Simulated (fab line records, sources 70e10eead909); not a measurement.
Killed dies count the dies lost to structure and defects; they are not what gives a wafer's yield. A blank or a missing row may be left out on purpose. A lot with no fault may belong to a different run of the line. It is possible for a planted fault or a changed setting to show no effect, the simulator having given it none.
fab line records	flow nand-harc
record: lots: 24	wafers: 72	last-day: 33
route steps=1302 shown A_STAIRCASE@682
lots that met no fault: taken from a fault-free run of the same line
start-h: hours from the record's opening day to when the first of the lot's shown wafers began	wait-h: hours elapsed since this lot's preceding step	" same as the row above	L1.1+2: a row that stands for several wafers	- no value present, or no start provided	* or withheld: withheld	< > ~ a bound
route shown NAME@n: NAME is a module with steps in the file, n the number in the route of the first one	usual: mean/standard deviation taken from wafers without a fault	same: alike in all rows	chamber/n: place in a boat	sites: each site's reading	_std_site: their standard deviation	_edge_site: inner sites' mean taken away from outer sites' mean	radius-mm: for every site, how far away it sits from the centre of the wafer	mask NAME#n: copy n	behind: the most recent tool/chamber to have shaped the wafer	hold: the reason the lot was held/the length of the hold in hours/how it ended	device: whichever transistor did not switch (one of n, p or np)	end of line: the same wafers' tests at the end of the route	for a step that has no rows: nothing shown but its recipe	killed: at the first sort, the dies lost to defects and structure; wafer yield is something else	map: dies across one wafer; x = killed, . = not, _ = none there
set.NAME: the setting that was run; set.NAME@STEP: the one run at that earlier step	model.NAME: the simulator's own value behind a step, which no gauge read
route steps across a sampled set of lots; one table per step, one row per wafer
services: when a tool's chamber went out of use (start-h, in hours from the record's first day, below 0 if earlier), for how many hours, and the reason
== steps ==
step: NHARC_A_STAIRCASE_ETCH_25
recipe: target-depth-a: 1000	time-s: 40.5	ion-energy-ev: 400	c4f8-flow-sccm: 20	o2-flow-sccm: 10	ar-flow-sccm: withheld	rf-w: 600	bias-w: 1000	chemistry: C4F8/O2
usual: oes-product-au: 0.944/0.0082	rf-vpp-V: 896/5.2
lot.wafer	tool	chamber	start-h	wait-h	oes-product-au	rf-hours-counter-h	rf-vpp-V
L074.4	rie-diel-02	1	-	-	0.942	45	904
L074.2	"	2	"	"	0.948	40	901
L074.5	"	3	"	"	0.944	-	888
L075.2	rie-diel-02	1	-	-	0.945	45	904
L075.3	"	2	"	"	0.939	41	901
L075.6	"	2	"	"	0.940	-	901
L076.1	rie-diel-02	0	-	-	0.943	58	893
L076.3	"	2	"	"	0.932	50	901
L076.2	"	3	"	"	0.929	53	888
L077.2	rie-diel-03	1	-	-	0.940	34	900
L077.1	"	0	"	"	0.930	26	894
L077.5	"	1	"	"	0.940	-	902
L078.3	rie-diel-08	3	-	-	0.935	3	904
L078.4	"	1	"	"	0.944	2	893
L078.6	"	2	"	"	0.951	-	897
L079.3	rie-diel-08	1	-	-	0.945	9	893
L079.4	"	2	"	"	0.942	11	897
L079.1	"	3	"	"	0.942	12	903
L080.3	rie-diel-08	0	-	-	0.941	11	892
L080.1	"	3	"	"	0.931	15	905
L080.5	"	1	"	"	0.944	-	894
L081.3	rie-diel-03	2	-	-	0.948	51	890
L081.6	"	2	"	"	0.954	-	892
L081.5	"	3	"	"	0.942	-	902
L083.4	rie-diel-08	0	-	-	0.951	18	893
L083.3	"	1	"	"	0.941	18	893
L083.2	"	3	"	"	0.942	22	905
L082.4	rie-diel-08	1	-	-	0.944	19	892
L082.3	"	3	"	"	0.958	24	903
L082.6	"	0	"	"	0.940	-	894
L084.1	rie-diel-02	0	-	-	0.953	19	892
L084.6	"	0	"	"	0.946	-	894
L084.5	"	1	"	"	0.941	-	903
L086.3	rie-diel-02	0	-	-	0.935	21	891
L086.4	"	1	"	"	0.938	-	904
L086.6	"	0	"	"	0.947	-	893
L085.1	rie-diel-02	1	-	-	0.936	14	904
L085.4	"	3	"	"	0.926	-	886
L085.6	"	1	"	"	0.925	-	904
L087.3	rie-diel-03	2	-	-	0.962	4	890
L087.4	"	3	"	"	0.960	4	902
L087.6	"	1	"	"	0.941	-	900
L089.3	rie-diel-02	2	-	-	0.957	15	900
L089.5	"	0	"	"	0.944	-	892
L089.6	"	1	"	"	0.963	-	905
L088.2	rie-diel-08	0	-	-	0.952	38	892
L088.3	"	3	"	"	0.944	42	903
L088.5	"	1	"	"	0.938	-	892
L091.2	rie-diel-08	0	-	-	0.943	44	892
L091.5	"	0	"	"	0.929	-	892
L091.6	"	1	"	"	0.941	-	892
L090.2	rie-diel-08	1	-	-	0.944	47	893
L090.6	"	2	"	"	0.954	-	898
L090.5	"	3	"	"	0.956	-	902
L092.2	rie-diel-08	0	-	-	0.950	47	893
L092.4	"	2	"	"	0.951	55	897
L092.5	"	3	"	"	0.940	-	902
L093.1	rie-diel-03	0	-	-	0.931	28	893
L093.2	"	1	"	"	0.930	26	901
L093.5	"	3	"	"	0.933	-	902
L095.4	rie-diel-08	2	-	-	0.947	2	898
L095.6	"	3	"	"	0.952	-	901
L095.5	"	0	"	"	0.955	-	892
L094.3	rie-diel-02	1	-	-	0.939	44	902
L094.1	"	3	"	"	0.951	47	887
L094.5	"	0	"	"	0.943	-	893
L097.1	rie-diel-03	2	-	-	0.948	34	891
L097.3	"	0	"	"	0.938	46	893
L097.5	"	2	"	"	0.949	-	891
L096.1	rie-diel-03	3	-	-	0.948	39	903
L096.2	"	1	"	"	0.933	38	898
L096.4	"	2	"	"	0.939	34	890
step: NHARC_A_STAIRCASE_ETCH_199
recipe: target-depth-a: 1000	time-s: 40.5	ion-energy-ev: 400	c4f8-flow-sccm: 20	o2-flow-sccm: 10	ar-flow-sccm: withheld	rf-w: 600	bias-w: 1000	chemistry: C4F8/O2
usual: oes-product-au: 0.943/0.012	rf-vpp-V: 896/5.2
lot.wafer	tool	chamber	start-h	wait-h	oes-product-au	rf-hours-counter-h	rf-vpp-V
L074.2	rie-diel-03	3	-	-	0.950	22	905
L074.4	"	2	"	"	0.948	23	891
L074.5	"	0	"	"	0.939	-	893
L075.2	rie-diel-03	1	-	-	0.950	25	900
L075.3	"	2	"	"	0.953	24	892
L075.6	"	2	"	"	0.956	-	890
L076.1	rie-diel-02	0	-	-	0.935	59	894
L076.3	"	1	"	"	0.936	54	904
L076.2	"	2	"	"	0.954	51	900
L077.2	rie-diel-03	3	-	-	0.935	34	905
L077.1	"	0	"	"	0.924	29	893
L077.5	"	3	"	"	0.939	-	903
L078.3	rie-diel-08	1	-	-	0.947	5	895
L078.4	"	1	"	"	0.937	-	891
L078.6	"	3	"	"	0.934	-	903
L079.4	rie-diel-03	0	-	-	0.941	35	891
L079.3	"	1	"	"	0.941	43	900
L079.1	"	2	"	"	0.952	42	891
L080.1	rie-diel-03	0	-	-	0.929	36	893
L080.3	"	1	"	"	0.944	43	899
L080.5	"	0	"	"	0.928	-	894
L081.3	rie-diel-02	3	-	-	0.945	14	888
L081.5	"	3	"	"	0.941	-	887
L081.6	"	0	"	"	0.953	-	893
L083.3	rie-diel-03	0	-	-	0.940	47	892
L083.2	"	2	"	"	0.934	53	891
L083.4	"	3	"	"	0.954	52	904
L082.3	rie-diel-02	2	-	-	0.934	13	898
L082.4	"	0	"	"	0.943	-	893
L082.6	"	2	"	"	0.942	-	901
L084.1	rie-diel-03	3	-	-	0.956	0	905
L084.5	"	3	"	"	0.960	-	903
L084.6	"	2	"	"	0.941	-	892
L086.3	rie-diel-08	1	-	-	0.953	31	891
L086.4	"	3	"	"	0.960	33	902
L086.6	"	1	"	"	0.950	-	893
L085.1	rie-diel-03	0	-	-	0.924	2	893
L085.4	"	2	"	"	0.924	-	890
L085.6	"	3	"	"	0.932	-	904
L087.3	rie-diel-08	0	-	-	0.949	34	891
L087.4	"	1	"	"	0.956	36	892
L087.6	"	0	"	"	0.955	-	894
L088.2	rie-diel-08	3	-	-	0.965	43	902
L088.3	"	0	"	"	0.939	39	893
L088.5	"	3	"	"	0.956	-	904
L089.3	rie-diel-02	1	-	-	0.946	27	904
L089.5	"	1	"	"	0.943	-	903
L089.6	"	2	"	"	0.950	-	899
L091.2	rie-diel-03	0	-	-	0.935	24	891
L091.6	"	1	"	"	0.939	-	900
L091.5	"	2	"	"	0.940	-	890
L090.2	rie-diel-03	1	-	-	0.942	22	900
L090.5	"	0	"	"	0.926	-	893
L090.6	"	1	"	"	0.935	-	901
L092.4	rie-diel-03	0	-	-	0.963	28	892
L092.2	"	1	"	"	0.957	25	898
L092.5	"	3	"	"	0.973	-	903
L093.2	rie-diel-03	3	-	-	0.950	27	902
L093.1	"	0	"	"	0.941	34	892
L093.5	"	1	"	"	0.950	-	901
L095.4	rie-diel-08	0	-	-	0.950	2	893
L095.5	"	3	"	"	0.935	-	902
L095.6	"	0	"	"	0.945	-	892
L094.1	rie-diel-02	2	-	-	0.957	35	899
L094.3	"	3	"	"	0.940	49	888
L094.5	"	1	"	"	0.950	-	902
L097.1	rie-diel-08	0	-	-	0.933	7	893
L097.3	"	2	"	"	0.935	8	898
L097.5	"	0	"	"	0.934	-	893
L096.2	rie-diel-08	1	-	-	0.914	7	891
L096.1	"	2	"	"	0.930	8	895
L096.4	"	3	"	"	0.929	8	902
step: NHARC_A_STAIRCASE_ETCH_223
recipe: target-depth-a: 1000	time-s: 40.5	ion-energy-ev: 400	c4f8-flow-sccm: 20	o2-flow-sccm: 10	ar-flow-sccm: withheld	rf-w: 600	bias-w: 1000	chemistry: C4F8/O2
usual: oes-product-au: 0.941/0.011	rf-vpp-V: 897/5
lot.wafer	tool	chamber	start-h	wait-h	oes-product-au	rf-hours-counter-h	rf-vpp-V
L074.2	rie-diel-08	3	-	-	0.952	51	904
L074.4	"	1	"	"	0.958	53	893
L074.5	"	3	"	"	0.938	-	903
L075.3	rie-diel-08	3	-	-	0.938	51	905
L075.2	"	2	"	"	0.934	57	898
L075.6	"	3	"	"	0.949	-	904
L076.2	rie-diel-08	2	-	-	0.939	1	898
L076.1	"	3	"	"	0.946	1	902
L076.3	"	0	"	"	0.947	1	894
L077.2	rie-diel-03	1	-	-	0.919	38	899
L077.1	"	3	"	"	0.944	35	905
L077.5	"	1	"	"	0.931	-	900
L078.4	rie-diel-03	0	-	-	0.932	31	892
L078.3	"	1	"	"	0.946	39	901
L078.6	"	1	"	"	0.935	-	901
L079.4	rie-diel-02	0	-	-	0.945	4	893
L079.3	"	1	"	"	0.934	4	904
L079.1	"	2	"	"	0.928	5	900
L080.3	rie-diel-08	2	-	-	0.955	16	899
L080.1	"	3	"	"	0.942	17	904
L080.5	"	1	"	"	0.951	-	893
L081.3	rie-diel-08	0	-	-	0.930	20	895
L081.5	"	3	"	"	0.948	-	903
L081.6	"	0	"	"	0.949	-	894
L083.3	rie-diel-03	1	-	-	0.936	55	900
L083.4	"	3	"	"	0.932	53	904
L083.2	"	0	"	"	0.927	48	893
L082.4	rie-diel-08	2	-	-	0.937	24	897
L082.3	"	3	"	"	0.957	25	903
L082.6	"	1	"	"	0.935	-	894
L084.1	rie-diel-03	2	-	-	0.937	2	890
L084.5	"	3	"	"	0.944	-	904
L084.6	"	0	"	"	0.929	-	893
L086.4	rie-diel-03	0	-	-	0.935	3	893
L086.3	"	1	"	"	0.988	0	899
L086.6	"	3	"	"	0.938	-	904
L085.1	rie-diel-08	1	-	-	0.967	32	892
L085.4	"	0	"	"	0.955	30	892
L085.6	"	2	"	"	0.962	-	897
L087.4	rie-diel-08	2	-	-	0.948	40	898
L087.3	"	3	"	"	0.935	39	904
L087.6	"	2	"	"	0.933	-	898
L088.3	rie-diel-03	1	-	-	0.934	11	900
L088.2	"	2	"	"	0.940	11	890
L088.5	"	1	"	"	0.941	-	899
L089.3	rie-diel-02	2	-	-	0.946	18	900
L089.6	"	1	"	"	0.941	-	905
L089.5	"	2	"	"	0.942	-	901
L091.2	rie-diel-03	2	-	-	0.955	19	889
L091.5	"	3	"	"	0.941	-	902
L091.6	"	0	"	"	0.945	-	893
L090.2	rie-diel-03	2	-	-	0.943	19	890
L090.6	"	2	"	"	0.939	-	891
L090.5	"	3	"	"	0.948	-	904
L092.2	rie-diel-02	1	-	-	0.952	38	903
L092.4	"	0	"	"	0.938	43	892
L092.5	"	2	"	"	0.926	-	899
L093.2	rie-diel-02	0	-	-	0.932	49	892
L093.1	"	3	"	"	0.925	45	886
L093.5	"	1	"	"	0.947	-	901
L095.4	rie-diel-08	3	-	-	0.932	3	902
L095.6	"	2	"	"	0.955	-	896
L095.5	"	3	"	"	0.931	-	904
L094.3	rie-diel-08	2	-	-	0.951	3	896
L094.1	"	0	"	"	0.934	3	892
L094.5	"	2	"	"	0.938	-	896
L097.1	rie-diel-08	0	-	-	0.930	8	893
L097.3	"	2	"	"	0.957	9	896
L097.5	"	0	"	"	0.932	-	894
L096.1	rie-diel-08	2	-	-	0.953	9	896
L096.2	"	0	"	"	0.943	8	894
L096.4	"	1	"	"	0.926	9	892
step: NHARC_A_STAIRCASE_ETCH_230
recipe: target-depth-a: 1000	time-s: 40.5	ion-energy-ev: 400	c4f8-flow-sccm: 20	o2-flow-sccm: 10	ar-flow-sccm: withheld	rf-w: 600	bias-w: 1000	chemistry: C4F8/O2
usual: oes-product-au: 0.948/0.014	rf-vpp-V: 897/5.3
lot.wafer	tool	chamber	start-h	wait-h	oes-product-au	rf-hours-counter-h	rf-vpp-V
L074.4	rie-diel-03	3	-	-	0.955	23	904
L074.2	"	1	"	"	0.974	25	901
L074.5	"	0	"	"	0.978	-	894
L075.3	rie-diel-08	2	-	-	0.945	57	899
L075.2	"	0	"	"	0.946	50	894
L075.6	"	2	"	"	0.951	-	898
L076.2	rie-diel-02	0	-	-	0.977	60	894
L076.1	"	1	"	"	0.979	54	905
L076.3	"	3	"	"	0.953	55	888
L077.2	rie-diel-03	2	-	-	0.925	38	890
L077.1	"	1	"	"	0.933	39	900
L077.5	"	2	"	"	0.924	-	890
L078.4	rie-diel-02	1	-	-	0.934	0	904
L078.3	"	3	"	"	0.954	0	888
L078.6	"	1	"	"	0.951	-	903
L079.1	rie-diel-02	2	-	-	0.938	6	900
L079.4	"	0	"	"	0.949	5	891
L079.3	"	1	"	"	0.938	5	904
L080.1	rie-diel-08	3	-	-	0.944	18	903
L080.3	"	2	"	"	0.948	16	898
L080.5	"	3	"	"	0.940	-	904
L081.3	rie-diel-08	2	-	-	0.952	23	898
L081.6	"	3	"	"	0.948	-	903
L081.5	"	0	"	"	0.953	-	892
L083.3	rie-diel-08	0	-	-	0.964	21	893
L083.2	"	1	"	"	0.945	20	893
L083.4	"	3	"	"	0.969	25	903
L082.3	rie-diel-02	2	-	-	0.955	14	899
L082.6	"	0	"	"	0.951	-	893
L082.4	"	2	"	"	0.953	-	899
L084.1	rie-diel-03	0	-	-	0.943	2	891
L084.6	"	0	"	"	0.946	-	892
L084.5	"	3	"	"	0.955	-	904
L086.3	rie-diel-03	2	-	-	0.949	3	892
L086.4	"	0	"	"	0.948	3	892
L086.6	"	2	"	"	0.939	-	891
L085.4	rie-diel-08	3	-	-	0.925	35	903
L085.1	"	1	"	"	0.946	32	893
L085.6	"	2	"	"	0.941	-	896
L087.4	rie-diel-08	2	-	-	0.951	40	898
L087.3	"	0	"	"	0.938	35	893
L087.6	"	2	"	"	0.944	-	896
L088.2	rie-diel-08	3	-	-	0.961	44	903
L088.3	"	1	"	"	0.974	41	892
L088.5	"	2	"	"	0.978	-	897
L089.3	rie-diel-03	3	-	-	0.923	10	905
L089.5	"	3	"	"	0.932	-	903
L089.6	"	0	"	"	0.920	-	893
L091.2	rie-diel-08	3	-	-	0.964	53	904
L091.6	"	0	"	"	0.956	-	893
L091.5	"	1	"	"	0.967	-	892
L090.2	rie-diel-03	0	-	-	0.936	25	892
L090.5	"	0	"	"	0.943	-	892
L090.6	"	1	"	"	0.942	-	899
L092.2	rie-diel-08	3	-	-	0.946	56	903
L092.4	"	1	"	"	0.944	51	891
L092.5	"	0	"	"	0.940	-	893
L093.2	rie-diel-02	0	-	-	0.954	49	892
L093.1	"	1	"	"	0.951	42	904
L093.5	"	3	"	"	0.933	-	886
L095.4	rie-diel-08	0	-	-	0.947	3	891
L095.5	"	3	"	"	0.948	-	904
L095.6	"	0	"	"	0.959	-	893
L094.3	rie-diel-08	2	-	-	0.939	4	896
L094.1	"	0	"	"	0.926	3	890
L094.5	"	3	"	"	0.927	-	902
L097.1	rie-diel-02	3	-	-	0.956	1	906
L097.3	"	1	"	"	0.961	2	902
L097.5	"	3	"	"	0.966	-	905
L096.2	rie-diel-08	2	-	-	0.962	10	897
L096.4	"	3	"	"	0.942	9	902
L096.1	"	0	"	"	0.946	9	893
step: NHARC_A_STAIRCASE_ETCH_234
recipe: target-depth-a: 1000	time-s: 40.5	ion-energy-ev: 400	c4f8-flow-sccm: 20	o2-flow-sccm: 10	ar-flow-sccm: withheld	rf-w: 600	bias-w: 1000	chemistry: C4F8/O2
usual: oes-product-au: 0.944/0.012	rf-vpp-V: 896/5.2
lot.wafer	tool	chamber	start-h	wait-h	oes-product-au	rf-hours-counter-h	rf-vpp-V
L074.2	rie-diel-03	2	-	-	0.947	24	889
L074.4	"	3	"	"	0.945	23	903
L074.5	"	1	"	"	0.947	-	899
L075.3	rie-diel-08	3	-	-	0.949	52	904
L075.2	"	2	"	"	0.946	58	900
L075.6	"	3	"	"	0.952	-	903
L076.3	rie-diel-02	1	-	-	0.944	55	903
L076.1	"	2	"	"	0.933	52	899
L076.2	"	3	"	"	0.935	55	888
L077.2	rie-diel-03	0	-	-	0.929	32	894
L077.1	"	2	"	"	0.933	38	893
L077.5	"	0	"	"	0.921	-	893
L078.3	rie-diel-02	1	-	-	0.942	0	904
L078.4	"	2	"	"	0.922	0	899
L078.6	"	1	"	"	0.933	-	904
L079.4	rie-diel-02	2	-	-	0.940	6	902
L079.3	"	0	"	"	0.956	5	893
L079.1	"	1	"	"	0.933	5	904
L080.1	rie-diel-08	3	-	-	0.965	18	903
L080.3	"	1	"	"	0.934	13	893
L080.5	"	0	"	"	0.936	-	893
L081.3	rie-diel-08	1	-	-	0.937	20	893
L081.5	"	2	"	"	0.951	-	896
L081.6	"	3	"	"	0.948	-	904
L083.2	rie-diel-08	3	-	-	0.946	25	903
L083.4	"	1	"	"	0.942	20	893
L083.3	"	2	"	"	0.939	24	897
L082.3	rie-diel-02	2	-	-	0.942	14	900
L082.6	"	0	"	"	0.943	-	893
L082.4	"	3	"	"	0.939	-	889
L084.1	rie-diel-03	3	-	-	0.941	3	902
L084.6	"	3	"	"	0.956	-	905
L084.5	"	0	"	"	0.939	-	893
L086.3	rie-diel-03	3	-	-	0.948	4	905
L086.4	"	0	"	"	0.950	4	893
L086.6	"	0	"	"	0.958	-	893
L085.1	rie-diel-08	0	-	-	0.927	31	892
L085.4	"	2	"	"	0.940	36	898
L085.6	"	1	"	"	0.929	-	892
L087.4	rie-diel-08	3	-	-	0.942	39	903
L087.3	"	0	"	"	0.938	35	894
L087.6	"	3	"	"	0.938	-	903
L088.3	rie-diel-08	2	-	-	0.949	45	897
L088.2	"	1	"	"	0.960	41	892
L088.5	"	2	"	"	0.969	-	897
L089.3	rie-diel-03	3	-	-	0.939	10	903
L089.6	"	1	"	"	0.940	-	900
L089.5	"	2	"	"	0.953	-	891
L091.2	rie-diel-08	3	-	-	0.952	53	902
L091.6	"	2	"	"	0.969	-	898
L091.5	"	3	"	"	0.945	-	902
L090.2	rie-diel-03	0	-	-	0.941	25	891
L090.5	"	3	"	"	0.949	-	905
L090.6	"	0	"	"	0.946	-	892
L092.2	rie-diel-02	3	-	-	0.942	44	886
L092.4	"	0	"	"	0.953	48	891
L092.5	"	0	"	"	0.965	-	893
L093.1	rie-diel-02	0	-	-	0.941	49	891
L093.2	"	2	"	"	0.952	33	898
L093.5	"	0	"	"	0.937	-	892
L095.4	rie-diel-08	1	-	-	0.916	4	892
L095.5	"	1	"	"	0.932	-	891
L095.6	"	2	"	"	0.952	-	897
L094.1	rie-diel-08	2	-	-	0.936	5	897
L094.3	"	3	"	"	0.932	5	901
L094.5	"	3	"	"	0.939	-	900
L097.1	rie-diel-02	0	-	-	0.935	2	892
L097.3	"	2	"	"	0.957	1	899
L097.5	"	1	"	"	0.939	-	903
L096.4	rie-diel-08	2	-	-	0.946	10	898
L096.2	"	3	"	"	0.954	9	903
L096.1	"	0	"	"	0.946	9	893
step: NHARC_A_STAIRCASE_STRIP_254
recipe: power-w: 1500	temp-c: 250	chemistry: O2
usual: drypump-motor-current-A: 5.6/0.37	heater-power-w: 363/13	rf-refl-power-W: 18.0/1.2
lot.wafer	tool	chamber	start-h	wait-h	drypump-motor-current-A	heater-power-w	rf-hours-counter-h	rf-refl-power-W
L074.2	plasma-asher-01	1	362.47	-	5.9	353	4	18.7
L074.4	"	1	"	"	5.9	353	-	18.6
L074.5	"	0	"	"	5.5	376	-	16.3
L075.2	plasma-asher-02	0	365.40	-	6.0	366	23	18.5
L075.3	"	0	"	"	6.0	359	-	19.1
L075.6	"	0	"	"	6.0	359	-	18.4
L076.2	plasma-asher-01	1	385.26	-	5.9	354	6	-
L076.1	"	0	"	"	5.5	366	6	-
L076.3	"	1	"	"	5.9	355	-	-
L077.1	plasma-asher-01	0	404.75	-	5.5	367	10	16.0
L077.2	"	1	"	"	5.9	355	10	18.5
L077.5	"	0	"	"	5.5	362	-	16.2
L078.4	plasma-asher-02	1	405.46	-	5.0	373	-	19.0
L078.3	"	0	"	"	6.0	361	-	18.6
L078.6	"	0	"	"	6.0	355	-	18.7
L079.1	plasma-asher-02	0	421.06	-	6.0	360	33	20.3
L079.3	"	1	"	"	5.0	378	-	18.7
L079.4	"	0	"	"	6.0	357	-	19.5
L080.1	plasma-asher-01	1	423.22	-	5.9	344	15	18.3
L080.3	"	0	"	"	5.4	361	-	16.1
L080.5	"	1	"	"	5.9	350	-	18.9
L081.3	plasma-asher-01	0	444.29	-	5.5	372	-	16.6
L081.5	"	1	"	"	5.9	358	-	17.3
L081.6	"	0	"	"	5.5	364	-	16.1
L083.2	plasma-asher-01	0	445.53	-	5.5	360	21	16.1
L083.3	"	1	"	"	5.9	350	-	18.9
L083.4	"	0	"	"	5.5	360	-	16.1
L082.3	plasma-asher-02	0	448.66	0.2	6.0	360	-	18.7
L082.4	"	1	"	"	5.0	383	-	18.7
L082.6	"	1	"	"	5.0	386	-	18.4
L084.1	plasma-asher-01	0	476.08	-	5.5	355	28	16.0
L084.5	"	0	"	"	5.5	371	-	16.5
L084.6	"	1	"	"	5.9	351	-	18.4
L086.3	plasma-asher-01	0	477.56	0.2	5.5	360	-	15.9
L086.4	"	1	"	"	5.9	356	-	18.2
L086.6	"	0	"	"	5.5	358	-	16.2
L085.1	plasma-asher-01	1	478.97	-	5.9	350	29	17.5
L085.4	"	0	"	"	5.5	368	-	17.5
L085.6	"	0	"	"	5.5	366	-	16.7
L087.4	plasma-asher-01	1	488.09	-	5.9	353	-	18.7
L087.3	"	0	"	"	5.5	359	-	16.8
L087.6	"	0	"	"	5.5	365	-	16.8
L088.2	plasma-asher-02	1	502.03	-	5.0	386	14	18.8
L088.3	"	0	"	"	6.0	360	-	19.5
L088.5	"	1	"	"	5.0	382	-	19.0
L089.3	plasma-asher-01	0	502.49	-	5.5	366	-	16.4
L089.6	"	0	"	"	5.5	359	-	17.1
L089.5	"	1	"	"	5.9	352	-	19.0
L091.2	plasma-asher-01	1	528.08	-	5.9	334	0	19.4
L091.5	"	1	"	"	5.9	351	-	18.9
L091.6	"	0	"	"	5.4	380	-	16.2
L090.2	plasma-asher-01	0	528.36	-	5.5	372	0	-
L090.5	"	0	"	"	5.5	369	-	-
L090.6	"	1	"	"	5.9	340	-	-
L092.2	plasma-asher-02	1	552.16	-	5.0	377	22	18.5
L092.4	"	1	"	"	5.0	392	-	18.0
L092.5	"	0	"	"	6.0	350	-	19.5
L093.1	plasma-asher-01	0	558.47	-	5.5	371	9	16.6
L093.2	"	1	"	"	5.9	344	9	17.2
L093.5	"	0	"	"	5.5	376	-	15.6
L095.4	plasma-asher-01	0	571.44	-	5.5	367	-	16.7
L095.5	"	1	"	"	5.9	346	-	18.3
L095.6	"	0	"	"	5.5	365	-	16.2
L094.1	plasma-asher-02	1	571.99	-	5.0	385	27	18.5
L094.3	"	1	"	"	5.0	387	-	19.1
L094.5	"	1	"	"	5.0	386	-	17.7
L097.1	plasma-asher-02	0	585.51	-	6.0	358	29	19.8
L097.3	"	0	"	"	6.0	362	-	18.9
L097.5	"	1	"	"	5.0	385	-	18.2
L096.1	plasma-asher-02	1	585.93	-	5.0	390	29	19.2
L096.2	"	0	"	"	6.0	365	29	18.4
L096.4	"	1	"	"	5.0	393	-	17.9
== services ==
tool	chamber	start-h	hours	kind
rie-diel-02	3	337.15	5.8	repair
plasma-asher-01	-	342.08	9.0	pm
rie-diel-08	1	349.31	3.2	repair
rie-diel-02	3	353.28	2.9	repair
rie-diel-08	3	363.40	7.2	repair
rie-diel-08	-	368.69	9.0	pm
rie-diel-02	1	371.08	4.7	repair
rie-diel-03	0	373.60	1.3	repair
rie-diel-03	3	389.08	1.6	repair
rie-diel-02	-	393.70	9.0	pm
rie-diel-08	0	396.13	5.1	repair
plasma-asher-02	-	426.09	9.0	pm
rie-diel-02	1	440.14	22.0	repair
rie-diel-02	2	446.95	33.0	repair
rie-diel-03	1	453.94	20.0	repair
rie-diel-03	-	459.06	9.0	pm
rie-diel-02	3	477.35	3.9	repair
plasma-asher-02	-	478.75	0.7	repair
rie-diel-03	3	490.72	4.6	repair
rie-diel-03	-	503.76	0.7	repair
plasma-asher-01	-	519.08	9.0	pm
plasma-asher-01	-	541.54	7.6	repair
rie-diel-08	-	545.69	9.0	pm
rie-diel-02	-	570.70	9.0	pm
== key ==
fault none
